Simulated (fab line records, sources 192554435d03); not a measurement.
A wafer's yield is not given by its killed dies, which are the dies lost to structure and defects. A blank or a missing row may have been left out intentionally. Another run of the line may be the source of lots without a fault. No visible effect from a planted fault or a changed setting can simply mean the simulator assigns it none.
fab line records	flow n5_finfet
record: lots: 10	wafers: 30	last_day: 17
route steps=1938 shown SD_EPI_P@329 SD_ACTIVATION@331 SDB@349
lots untouched by any fault: they come from a run of this same line in which no faults occurred
start_h: hours from the record's opening day to when the first of the lot's shown wafers began	wait_h: time in hours since the lot's previous step	" as in the row above	L1.1+2: a row that stands for several wafers	- either no value or no given start	* or withheld: withheld	< > ~ a bound
route shown NAME@n: names a module that has steps shown in the file, with the first one's number in the route	usual: the fault-free wafers' mean and standard deviation	same: alike in all rows	chamber/n: place in a boat	sites: the reading at each site	_std_site: standard deviation across them	_edge_site: inner sites' mean taken away from outer sites' mean	radius_mm: for every site, how far away it sits from the centre of the wafer	mask NAME#n: copy n	behind: the last tool/chamber to shape the wafer	hold: why the lot went on hold/how many hours it stayed there/how the hold came to an end	device: which transistor (n, p or np) failed to switch	end of line: the tests these same wafers got at the end of their route	a step without rows: its recipe alone	killed: the dies lost at the first sort to structure and to defects; this is not the yield of the wafer	map: a wafer's dies, x killed, . not, _ none there
set.NAME: setting as actually run; set.NAME@STEP: the setting as run at that earlier step	model.NAME: the simulator's own value behind a step, which no gauge read
steps of the route over a sample of lots; a table a step, a row a wafer
services: the hour from which a tool's chamber was out of use, counted from the record's first day as start_h (under 0 if before that day), plus the number of hours and why
== steps ==
step: N5_SD_EPI_P_INSPECT_26
recipe: inspect_instrument: darkfield	mode: post_epi
usual: raw_defect_count: 175/35
lot.wafer	tool	chamber	start_h	wait_h	raw_defect_count
L640.3	defect_inspect-01	-	57.00	0.0	178
L640.4	"	-	"	"	197
L640.5	"	-	"	"	158
L641.2	defect_inspect-01	-	66.33	0.0	219
L641.5	"	-	"	"	160
L641.6	"	-	"	"	154
L642.1	defect_inspect-01	-	79.35	0.0	144
L642.4	"	-	"	"	192
L642.6	"	-	"	"	169
L643.3	defect_inspect-01	-	87.24	0.0	156
L643.5	"	-	"	"	158
L643.6	"	-	"	"	146
L644.1	defect_inspect-02	-	88.24	0.0	130
L644.2	"	-	"	"	133
L644.5	"	-	"	"	124
L647.1	defect_inspect-01	-	102.42	0.0	169
L647.5	"	-	"	"	119
L647.6	"	-	"	"	201
L654.1	defect_inspect-01	-	148.12	0.0	143
L654.3	"	-	"	"	207
L654.4	"	-	"	"	215
L655.1	defect_inspect-01	-	152.23	0.0	253
L655.4	"	-	"	"	164
L655.5	"	-	"	"	215
L657.2	defect_inspect-01	-	166.93	0.0	185
L657.3	"	-	"	"	147
L657.6	"	-	"	"	161
L660.2	defect_inspect-02	-	175.98	0.0	172
L660.3	"	-	"	"	150
L660.5	"	-	"	"	243
step: N5_SD_ACTIVATION_LSA_01
recipe: temp_c: 1080	time_s: 0.0008	ambient: N2
usual: wafer_temp_C_max: 1085.1/1.9
same: time_s: 0.0008
lot.wafer	tool	chamber	start_h	wait_h	wafer_temp_C_max
L640.3	laser_anneal-02	0	57.29	0.2	1086.9
L640.4	"	0	"	"	1087.9
L640.5	"	0	"	"	1087.1
L641.2	laser_anneal-01	0	66.73	0.2	1083.8
L641.5	"	0	"	"	1084.7
L641.6	"	0	"	"	1083.5
L642.1	laser_anneal-02	0	79.76	0.3	1085.7
L642.4	"	0	"	"	1085.6
L642.6	"	0	"	"	1085.2
L643.3	laser_anneal-01	0	87.53	0.2	1084.3
L643.5	"	0	"	"	1083.9
L643.6	"	0	"	"	1083.0
L644.1	laser_anneal-01	0	88.48	0.2	1083.2
L644.2	"	0	"	"	1084.8
L644.5	"	0	"	"	1083.2
L647.1	laser_anneal-02	0	102.66	0.2	1085.3
L647.5	"	0	"	"	1085.2
L647.6	"	0	"	"	1087.7
L654.1	laser_anneal-01	0	148.35	0.2	1082.9
L654.3	"	0	"	"	1081.8
L654.4	"	0	"	"	1083.4
L655.1	laser_anneal-02	0	152.46	0.2	1087.5
L655.4	"	0	"	"	1087.7
L655.5	"	0	"	"	1085.2
L657.2	laser_anneal-02	0	167.19	0.2	1086.4
L657.3	"	0	"	"	1086.3
L657.6	"	0	"	"	1088.0
L660.2	laser_anneal-01	0	176.34	0.2	1084.7
L660.3	"	0	"	"	1084.2
L660.5	"	0	"	"	1083.9
step: N5_SDB_COAT_04
recipe: resist: SiARC	temp_c: 220	time_s: 60	spin_rpm: 1500	resist_thk_nm: 18
usual: heater_power_total_W: 427.3/2.2	spin_speed_rpm: 1500.0/1.1
same: time_s: 60
lot.wafer	tool	chamber	start_h	wait_h	heater_power_total_W	spin_speed_rpm
L640.3	litho_track-01	0	64.63	-	427.1	1500.0
L640.4	"	0	"	"	424.1	1501.6
L640.5	"	0	"	"	424.5	1500.1
L641.2	litho_track-05	0	73.62	-	429.8	1500.5
L641.5	"	0	"	"	424.3	1500.0
L641.6	"	0	"	"	424.1	1499.4
L642.1	litho_track-01	0	86.95	-	426.7	1498.9
L642.4	"	0	"	"	428.9	1499.9
L642.6	"	0	"	"	425.4	1499.5
L643.3	litho_track-04	0	94.54	-	428.8	1502.3
L643.5	"	0	"	"	429.7	1499.3
L643.6	"	0	"	"	425.6	1499.4
L644.1	litho_track-05	0	95.88	-	424.6	1500.1
L644.2	"	0	"	"	425.1	1499.1
L644.5	"	0	"	"	430.8	1498.4
L647.1	litho_track-04	0	109.77	-	428.8	1502.7
L647.5	"	0	"	"	424.3	1500.9
L647.6	"	0	"	"	427.9	1500.3
L654.1	litho_track-01	0	156.58	-	427.3	1463.3
L654.3	"	0	"	"	430.5	1461.4
L654.4	"	0	"	"	430.4	1463.0
L655.1	litho_track-01	0	159.36	-	428.1	1462.2
L655.4	"	0	"	"	425.4	1462.3
L655.5	"	0	"	"	424.4	1461.1
L657.2	litho_track-04	0	174.23	-	428.8	1499.5
L657.3	"	0	"	"	429.8	1498.8
L657.6	"	0	"	"	430.4	1499.4
L660.2	litho_track-04	0	183.57	-	426.7	1498.5
L660.3	"	0	"	"	430.9	1498.6
L660.5	"	0	"	"	426.7	1500.5
step: N5_SDB_CD_MEAS_11
recipe: target_cd_nm: 50	landing_energy_ev: 500	detector: se_inlens	polarity: opening
usual: cd_nm: 50.4/1.2
lot.wafer	tool	chamber	start_h	wait_h	cd_nm
L640.3	cd_sem-03	0	65.00	-	49.9
L640.4	"	0	"	"	49.6
L640.5	"	0	"	"	47.9
L641.2	cd_sem-03	0	73.99	-	51.2
L641.5	"	0	"	"	52.1
L641.6	"	0	"	"	52.9
L642.1	cd_sem-01	0	87.19	-	50.2
L642.4	"	0	"	"	48.1
L642.6	"	0	"	"	48.7
L643.3	cd_sem-01	0	94.78	-	51.5
L643.5	"	0	"	"	50.3
L643.6	"	0	"	"	51.3
L644.1	cd_sem-03	0	96.13	-	51.5
L644.2	"	0	"	"	51.0
L644.5	"	0	"	"	50.7
L647.1	cd_sem-01	0	110.01	-	54.3
L647.5	"	0	"	"	51.4
L647.6	"	0	"	"	51.0
L654.1	cd_sem-01	0	156.94	-	49.0
L654.3	"	0	"	"	49.6
L654.4	"	0	"	"	52.0
L655.1	cd_sem-03	0	159.73	-	49.3
L655.4	"	0	"	"	49.9
L655.5	"	0	"	"	49.6
L657.2	cd_sem-01	0	174.59	-	51.3
L657.3	"	0	"	"	50.1
L657.6	"	0	"	"	51.1
L660.2	cd_sem-02	0	183.94	-	50.8
L660.3	"	0	"	"	50.8
L660.5	"	0	"	"	49.5
== services ==
tool	chamber	start_h	hours	kind
laser_anneal-01	-	44.83	0.8	repair
litho_track-05	-	73.21	-	consumable_replace:filter
laser_anneal-02	-	84.34	4.7	pm
laser_anneal-02	-	101.03	0.4	repair
litho_track-01	-	140.28	-	consumable_replace:filter
laser_anneal-02	-	183.02	0.9	pm
== key ==
first_sign: step: N5_SDB_COAT_04	reading: spin_speed_rpm	direction: down	sigmas: 33	usual: *	struck: *
effect none on later readings
met_at N5_SDB_COAT_04
struck_lots L654,L655
tester_left_out L654,L655
not_acting_at N5_SD_EPI_P_INSPECT_26,N5_SD_ACTIVATION_LSA_01,N5_SDB_CD_MEAS_11
onset_between 86.95 156.58
fault: kind: process_parameter_drift	tool: litho_track-01	chamber: -	onset_h: 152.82	steps: N5_SDB_COAT_04	channel: spin_rpm	offset: *	shape: step	end_h: 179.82	acts_in: *	stated: *
tester_left_out: of these lots the tester's yield and bins aren't shown, on N5 and GAA mostly nor the transistor test; their killed dies are dies lost to structure and defects alone, not to doping, threshold or leakage, so they don't give the yield
